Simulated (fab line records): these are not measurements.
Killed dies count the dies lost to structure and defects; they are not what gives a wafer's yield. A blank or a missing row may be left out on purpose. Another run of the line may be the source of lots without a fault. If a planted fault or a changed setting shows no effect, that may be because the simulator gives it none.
Matching of chambers / flow nand_harc / 4 sister chambers for NHARC_A_STAIRCASE_DESCUM_443 on rie_diel-04
The step chemistry O2, time 3 s. 4 wafers are shown with their chamber, then 7 later ones without.

== WAFERS PAIRED WITH THEIR CHAMBERS ==
wafer=L087.1; chamber=2; showerhead_plenum_p_Torr (Torr)=1.92
wafer=L087.4; chamber=0; showerhead_plenum_p_Torr (Torr)=1.85
wafer=L093.1; chamber=1; showerhead_plenum_p_Torr (Torr)=2.04
wafer=L093.2; chamber=3; showerhead_plenum_p_Torr (Torr)=1.96

== WAFERS WITHOUT THEIR CHAMBER ==
wafer=L093.6; showerhead_plenum_p_Torr (Torr)=1.84
wafer=L091.2; showerhead_plenum_p_Torr (Torr)=1.91
wafer=L091.3; showerhead_plenum_p_Torr (Torr)=1.84
wafer=L091.5; showerhead_plenum_p_Torr (Torr)=1.84
wafer=L095.2; showerhead_plenum_p_Torr (Torr)=1.96
wafer=L095.3; showerhead_plenum_p_Torr (Torr)=1.84
wafer=L095.6; showerhead_plenum_p_Torr (Torr)=2.04

== CHAMBER TAKEN BY EACH ==
wafer=L093.6; from the rows above=0; in truth=0
wafer=L091.2; from the rows above=2; in truth=2
wafer=L091.3; from the rows above=0; in truth=0
wafer=L091.5; from the rows above=0; in truth=0
wafer=L095.2; from the rows above=3; in truth=3
wafer=L095.3; from the rows above=0; in truth=0
wafer=L095.6; from the rows above=1; in truth=1
Placed correctly: 7 of 7. Not placeable from these rows: 0. 0 placed wrongly.
How it was worked out, from the rows above alone: a wafer's distance from a chamber is the root of the sum, over the readings, of the square of ((its reading less the chamber's mean) divided by the reading's scatter). If the next closest chamber is less than 2 further off than the closest, the wafer can't be placed; otherwise it belongs to the closest. The mean given for a chamber averages the wafers shown for that chamber. The scatter: root of mean squared gap, hidden wafer to nearest shown wafer, with one shown wafer a chamber.
